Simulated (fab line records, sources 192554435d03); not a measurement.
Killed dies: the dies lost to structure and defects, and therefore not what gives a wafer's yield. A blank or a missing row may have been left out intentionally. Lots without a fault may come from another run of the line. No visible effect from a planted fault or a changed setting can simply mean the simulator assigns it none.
The same fault as seen by 2 desks || flow n5_finfet || only its own numbers are on each desk; what lay behind them is given at the end

== THE TOOL OWNER'S DESK: litho_track-02 ==
The tool's own readings at N5_BEOL_M0_SAQP_COAT_105 (time 60 s, resist thk 100 nm): means of the sampled wafers that have a number, for each lot that ran on this tool. Any lot whose mean is over 4 standard deviations away from the usual mean is out of limits and marked OUT; that distance is given in the brackets.
Columns: A = resist_line_temp_C at N5_BEOL_M0_SAQP_COAT_105, usual 23.02 C; B = spin_speed_rpm at N5_BEOL_M0_SAQP_COAT_105, usual 1500.1 rpm
{"lot": "L920", "first seen here": "day 8 18:59", "A": 23.03, "B": 1500.3}
{"lot": "L924", "first seen here": "day 10 00:11", "A": 23.04, "B": "1408.4 (-95) OUT"}
{"lot": "L925", "first seen here": "day 10 04:15", "A": 22.93, "B": "1407.5 (-96) OUT"}
This desk's verdict: out of limits on L924, L925, starting with L924 at day 10 00:11 (spin_speed_rpm at N5_BEOL_M0_SAQP_COAT_105). Within limits: L920.

== FROM THE METROLOGY DESK ==
Lot by lot, what the gauges showed, no matter which tool ran the lot: averages of those sampled wafers that carry a number. Any lot whose mean is over 4 standard deviations away from the usual mean is out of limits and marked OUT; that distance is given in the brackets. Readings shown: 7 of its 11, picked as those furthest out on some lot.
Columns: A = cd_nm at N5_BEOL_M0_SAQP_CD_MEAS_25, usual 12.82 nm; B = DIBL_N at N5_BEOL_M4_RC_MEAS_101, usual 36.0 mV/V; C = DIBL_P at N5_BEOL_M4_RC_MEAS_101, usual 36.0 mV/V; D = IOFF_N at N5_BEOL_M4_RC_MEAS_101, usual 0.155 nA/um; E = IOFF_P at N5_BEOL_M4_RC_MEAS_101, usual 0.20 nA/um; F = VT_N at N5_BEOL_M4_RC_MEAS_101, usual 250.4 mV; G = VT_P at N5_BEOL_M4_RC_MEAS_101, usual -251.0 mV
{"lot": "L912", "first seen here": "day 6 14:14", "A": 12.76, "B": 36.9, "C": 36.1, "D": 0.152, "E": 0.22, "F": 252.1, "G": -249.4}
{"lot": "L913", "first seen here": "day 7 04:23", "A": 12.83, "B": 39.6, "C": 39.4, "D": 0.208, "E": 0.26, "F": 248.5, "G": -247.3}
{"lot": "L920", "first seen here": "day 8 18:14", "A": 12.88, "B": 37.1, "C": 36.4, "D": 0.170, "E": 0.21, "F": 247.8, "G": -251.1}
{"lot": "L924", "first seen here": "day 9 23:32", "A": 13.06, "B": 35.7, "C": 36.1, "D": 0.131, "E": 0.18, "F": 255.8, "G": -253.0}
{"lot": "L925", "first seen here": "day 10 03:36", "A": 12.78, "B": 34.4, "C": 35.7, "D": 0.130, "E": 0.17, "F": 252.3, "G": -256.2}
{"lot": "L931", "first seen here": "day 11 15:19", "A": 13.14, "B": 37.4, "C": 35.6, "D": 0.171, "E": 0.22, "F": 248.5, "G": -250.8}
This desk's verdict: no lot among the 6 shows anything out of limits.

== PUT TOGETHER ==
The tool owner's desk had the chance to raise an alarm at day 10 00:11 on L924, L925.
From the metrology desk's view, nothing was out of limits.
The metrology desk has L924, L925 on record, within its limits.
Every lot named ran N5_BEOL_M0_SAQP_COAT_105 on litho_track-02.

== WHAT THE SIMULATOR HAD INSERTED ==
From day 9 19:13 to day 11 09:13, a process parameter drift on litho_track-02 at N5_BEOL_M0_SAQP_COAT_105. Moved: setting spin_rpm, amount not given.
Lots struck among those shown: L924, L925.
Hours from the fault's start to each desk's first reading out of limits: the tool owner's desk, 5.
